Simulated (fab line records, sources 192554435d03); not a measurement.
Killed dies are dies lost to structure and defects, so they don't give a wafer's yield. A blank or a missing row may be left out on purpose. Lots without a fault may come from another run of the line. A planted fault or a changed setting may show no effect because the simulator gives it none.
Split-lot experiment | flow n5_finfet | 7 lots, 21 wafers read, on a route of 1938 steps

THE SPLIT
At N5_BEOL_M13_TRENCH_ETCH_34 (etches SiOC in C4F8/O2/Ar, target depth 413.47 nm, time 162.6 s), the setting time_s was moved away from the recipe's 162.6 s on 3 of the 21 wafers read, by +6.9% to +22.2%. The other wafers ran this setting at the recipe's value.

FROM THE SPLIT TO THE READING: what the file shows between them, 1 step
- N5_BEOL_M13_STRIP_70: strips in C4F8/O2/Ar

THE READING
trench_depth_nm, in nm, at N5_BEOL_M13_OCD_MEAS_35. Fault-free wafers of this fab line usually give 409 nm, standard deviation 6 nm.

wafer  | tool, chamber at the split | time_s as run, s | against the recipe | trench_depth_nm, nm | against lot-mates on the recipe
L075.1 | rie_diel-01, 3             | 162.6            | recipe             | 406                 | -
L075.3 | rie_diel-01, 2             | 162.6            | recipe             | 406                 | -
L075.4 | rie_diel-01, 1             | 198.7            | +22.2%             | 503                 | +97
L077.2 | rie_diel-01, 3             | 162.6            | recipe             | 402                 | -
L077.3 | rie_diel-01, 1             | 162.6            | recipe             | 415                 | -
L077.6 | rie_diel-01, 2             | 162.6            | recipe             | 405                 | -
L078.2 | rie_diel-01, 2             | 173.9            | +6.9%              | 432                 | +30
L078.4 | rie_diel-01, 3             | 162.6            | recipe             | 403                 | -
L078.5 | rie_diel-01, 2             | 162.6            | recipe             | 401                 | -
L082.2 | rie_diel-01, 3             | 162.6            | recipe             | 403                 | -
L082.4 | rie_diel-01, 2             | 188.1            | +15.7%             | 471                 | +64
L082.6 | rie_diel-01, 1             | 162.6            | recipe             | 411                 | -
L084.1 | rie_diel-01, 2             | 162.6            | recipe             | 406                 | -
L084.3 | rie_diel-01, 3             | 162.6            | recipe             | 404                 | -
L084.6 | rie_diel-01, 1             | 162.6            | recipe             | 412                 | -
L091.1 | rie_diel-03, 3             | 162.6            | recipe             | 409                 | -
L091.2 | rie_diel-03, 0             | 162.6            | recipe             | 404                 | -
L091.3 | rie_diel-03, 1             | 162.6            | recipe             | 403                 | -
L095.3 | rie_diel-03, 1             | 162.6            | recipe             | 406                 | -
L095.5 | rie_diel-03, 1             | 162.6            | recipe             | 412                 | -
L095.6 | rie_diel-03, 2             | 162.6            | recipe             | 412                 | -

THE FIT
A straight line over all 21 wafers: trench_depth_nm changes by +4.23 nm for each +1% of time_s; r = +0.99; the points scatter about the line by 4.1 nm.
The same after taking each lot's own level away (the mean of its wafers on the recipe; 21 wafers): +4.28 nm for each +1%; r = +0.99; scatter 3.4 nm.
On that fit, the largest move of time_s shifts the reading by 95 nm.
The lots' own levels span 402.0 to 410.0 nm, that is 1.3 times the standard deviation above.
So the lot-to-lot level changes the slope little: the two slopes agree.
Check: with one of the wafers moved furthest among these (+22.2%) left out of the fit, the line predicts +91.4 nm for it against its lot-mates. It came out at +97 nm against them.

OTHER SPLITS ON THESE WAFERS
These wafers also went through other splits before the reading. Each is held against what the fit with the lots' levels taken away leaves over:
other split on the same wafers | wafers away from the commonest value | r with trench_depth_nm (lot level and that fit taken away)
N5_BEOL_M11_COAT_05 spin_rpm   | 6                                    | -0.19
N5_BEOL_M11_ETCH_62 time_s     | 7                                    | +0.11
N5_BEOL_M12_ILD_DEP_00 time_s  | 8                                    | +0.21
N5_BEOL_M13_ILD_DEP_00 time_s  | 3                                    | -0.08

THE WHOLE CHAIN: every reading that the file lists as answering this split, in the file's order
step                       | what it does                                                    | reading                                                        | change (the file's fit)              | r (the file's)
N5_BEOL_M13_TRENCH_ETCH_34 | etches SiOC in C4F8/O2/Ar, target depth 413.47 nm, time 162.6 s | etch.depth_nm (the simulator's own value, which no gauge read) | +4.29 nm for each +1% of the setting | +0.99
N5_BEOL_M13_OCD_MEAS_35    |                                                                 | trench_depth_nm                                                | +4.29 nm for each +1% of the setting | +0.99

THE FILE'S OWN FIT
trench_depth_nm changes by +4.29 nm for each +1% of time_s, r = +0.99.
